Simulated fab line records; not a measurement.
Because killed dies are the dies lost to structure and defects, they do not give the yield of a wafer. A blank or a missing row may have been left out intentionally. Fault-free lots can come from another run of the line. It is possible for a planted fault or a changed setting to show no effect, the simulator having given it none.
Lot-split experiment ; flow n5-finfet ; 21 wafers read across 7 lots, on a route 1938 steps long

== THE SPLIT ==
At N5_BEOL_M2_DESCUM_33 (chemistry O2, time 7 s), the setting time-s was moved away from the recipe's 7 s on 9 of the 21 wafers read, by -15.0% to +21.0%. The other wafers ran this setting at the recipe's value.

== FROM THE SPLIT TO THE READING: what the file shows between them, 2 steps ==
- N5_BEOL_M2_ETCH_77: etches underlayer in N2/H2, target depth 6.5 nm, time 5.2 s
- N5_BEOL_M2_ETCH_69: etches SiARC in CF4, target depth 15.6 nm, time 26 s

== THE READING ==
CAR-EUV_of_BEOL_M2_COAT_22.thk-nm (the simulator's own value, which no gauge read), in nm, at N5_BEOL_M2_ETCHBACK_99 (etches SiO2 in CHF3, target depth 5 nm, time 10.4 s). No usual value for it is given in the file. Across the 12 wafers here that went through the recipe, the average is 10.3 nm and the standard deviation 0.094 nm.

wafer;tool, chamber at the split;time-s as run, s;against the recipe;CAR-EUV_of_BEOL_M2_COAT_22.thk-nm, nm;against lot-mates on the recipe
L074.1;rie-diel-05, 3,2;7.875;+12.5%;9.6;-0.6
L074.3;rie-diel-05, 0;7;recipe;10.2;-
L074.4;rie-diel-05, 3,2;7.875;+12.5%;9.8;-0.4
L077.2;rie-diel-02, 0;8.472;+21.0%;9.8;-0.6
L077.6;rie-diel-02, 3;8.472;+21.0%;9.8;-0.6
L077.3;rie-diel-02, 1;7;recipe;10.4;-
L078.1;rie-diel-02, 0,2,2;7;recipe;10.4;-
L078.2;rie-diel-02, 0,2,2;7;recipe;10.4;-
L078.6;rie-diel-02, 0,2,2;7;recipe;10.4;-
L080.2;rie-diel-04, 1,0,3;5.949;-15.0%;11;no lot-mate on the recipe
L080.5;rie-diel-04, 1,0,3;5.949;-15.0%;11;no lot-mate on the recipe
L080.3;rie-diel-04, 1,0,3;5.949;-15.0%;10.8;no lot-mate on the recipe
L082.2;rie-diel-04, 0,2,3;7;recipe;10.2;-
L082.3;rie-diel-04, 0,2,3;7;recipe;10.4;-
L082.5;rie-diel-04, 0,2,3;7;recipe;10.4;-
L086.1;rie-diel-05, 3,0;7;recipe;10.2;-
L086.5;rie-diel-05, 3,0;7;recipe;10.4;-
L086.6;rie-diel-05, 2;6.299;-10.0%;10.8;+0.5
L095.1;rie-diel-02, 1;6.157;-12.0%;11;+0.7
L095.3;rie-diel-02, 0;7;recipe;10.4;-
L095.4;rie-diel-02, 3;7;recipe;10.2;-
When a row names more than one chamber, that row covers several wafers, and the file does not tell which wafer ran in which chamber.

THE FIT
A straight line over all 21 wafers: CAR-EUV_of_BEOL_M2_COAT_22.thk-nm changes by -0.0368 nm for each +1% of time-s; r = -0.94; the points scatter about the line by 0.14 nm.
The same after taking each lot's own level away (the mean of its wafers on the recipe; 18 wafers): -0.0366 nm for each +1%; r = -0.95; scatter 0.11 nm.
That fit puts the effect of the largest move of time-s on the reading at 0.77 nm.
Across the lots, their own levels run from 10.20 to 10.40 nm, a range of 2.1 times the standard deviation given above.
Consequently the slope shifts little with the lot-to-lot level, the two slopes agreeing.
Check: for one of the wafers moved furthest among these (+21.0%), held out of the fit, the line's prediction against its lot-mates is -0.795 nm. Against them it came out at -0.6 nm.

== THESE WAFERS: OTHER SPLITS ==
These wafers also went through other splits before the reading. Each is held against what the fit with the lots' levels taken away leaves over:
other split on the same wafers;wafers away from the commonest value;r with CAR-EUV_of_BEOL_M2_COAT_22.thk-nm (lot level and that fit taken away)
N5_BEOL_M1_COAT_05 spin-rpm;4;-0.15
N5_BEOL_M1_ETCH_64 source-w;10;-0.41

== THE WHOLE CHAIN: every reading that the file lists as answering this split, in the file's order ==
step;what it does;reading;change (the file's fit);r (the file's)
N5_BEOL_M2_DESCUM_33;chemistry O2, time 7 s;CAR-EUV_of_BEOL_M2_COAT_22.thk-nm (the simulator's own value, which no gauge read);-0.0353 nm for each +1% of the setting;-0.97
N5_BEOL_M2_ETCH_77;etches underlayer in N2/H2, target depth 6.5 nm, time 5.2 s;CAR-EUV_of_BEOL_M2_COAT_22.thk-nm (the simulator's own value, which no gauge read);-0.0326 nm for each +1% of the setting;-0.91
N5_BEOL_M2_ETCH_69;etches SiARC in CF4, target depth 15.6 nm, time 26 s;CAR-EUV_of_BEOL_M2_COAT_22.thk-nm (the simulator's own value, which no gauge read);-0.0366 nm for each +1% of the setting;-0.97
N5_BEOL_M2_ETCHBACK_99;etches SiO2 in CHF3, target depth 5 nm, time 10.4 s;CAR-EUV_of_BEOL_M2_COAT_22.thk-nm (the simulator's own value, which no gauge read);-0.0383 nm for each +1% of the setting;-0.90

== FILE'S OWN FIT ==
CAR-EUV_of_BEOL_M2_COAT_22.thk-nm changes by -0.0383 nm for each +1% of time-s, r = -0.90.
